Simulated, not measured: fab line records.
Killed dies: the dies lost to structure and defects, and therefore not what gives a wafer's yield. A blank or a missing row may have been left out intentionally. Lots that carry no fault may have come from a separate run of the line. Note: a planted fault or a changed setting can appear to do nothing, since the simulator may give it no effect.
One fault through the eyes of 2 desks | flow n5Finfet | numbers are kept per desk, each desk with only its own; the story behind them comes last

== FOR THE TOOL OWNER'S DESK: pvdSputter-02 ==
The tool's own readings at N5_BEOL_M15_SPUTTER_44 (material Ta, target thk 15 nm, time 24.19 s): means of the sampled wafers that have a number, for each lot that ran on this tool. If a lot's mean is further than 4 standard deviations from the usual mean, the lot is out of limits and carries the mark OUT (the distance appears in the brackets).
Columns: A = biasV at N5_BEOL_M15_SPUTTER_44, usual 80.1 V; B = cathodeDcPowerW at N5_BEOL_M15_SPUTTER_44, usual 15000 W; C = chamberPressurePa at N5_BEOL_M15_SPUTTER_44, usual 0.07001 Pa; D = throttleValvePct at N5_BEOL_M15_SPUTTER_44, usual 29.8 %
lot  | first seen here | A    | B                       | C       | D
L758 | day 14 18:41    | 79.4 | 15002                   | 0.07002 | 29.3
L762 | day 15 18:56    | 80.5 | 15001                   | 0.06994 | 30.4
L774 | day 17 05:09    | 80.5 | 13864 (-99 or more) OUT | 0.07000 | 29.2
L771 | day 17 22:05    | 80.1 | 13863 (-99 or more) OUT | 0.06995 | 29.3
L777 | day 20 11:13    | 80.4 | 15000                   | 0.07006 | 30.7
This desk finds L771, L774 out of limits, L774 being first, at day 17 05:09 (cathodeDcPowerW at N5_BEOL_M15_SPUTTER_44). L758, L762, L777: within limits.

== THE DEFECT DESK ==
Lot by lot, what the route's inspections counted, given as the mean of those sampled wafers with a number. If a lot's mean is further than 4 standard deviations from the usual mean, the lot is out of limits and carries the mark OUT (the distance appears in the brackets).
Columns: A = rawDefectCount at N5_BEOL_M15_INSPECT_55, usual 77
lot  | first seen here | A
L757 | day 14 12:59    | 98
L758 | day 14 20:03    | 93
L762 | day 15 20:07    | 124
L763 | day 16 01:49    | 60
L765 | day 16 01:56    | 54
L774 | day 17 06:22    | 113
L771 | day 17 23:29    | 108
L761 | day 19 14:19    | 81
L776 | day 20 07:05    | 83
L777 | day 20 12:24    | 67
This desk's verdict: no lot among the 10 shows anything out of limits.

== TAKEN TOGETHER ==
At day 17 05:09, on L771, L774, the tool owner's desk was in a position to raise an alarm.
Nothing the defect desk looked at was out of limits.
The defect desk has L771, L774 on record, within its limits.
On pvdSputter-02, each named lot ran N5_BEOL_M15_SPUTTER_44.

== WHAT HAD BEEN PUT IN BY THE SIMULATOR ==
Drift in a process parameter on pvdSputter-02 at N5_BEOL_M15_SPUTTER_44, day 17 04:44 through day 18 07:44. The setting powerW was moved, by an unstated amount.
Shown lots that were struck: L771, L774.
Time in hours from fault onset to the first out-of-limits reading at each desk: the tool owner's desk, 0.
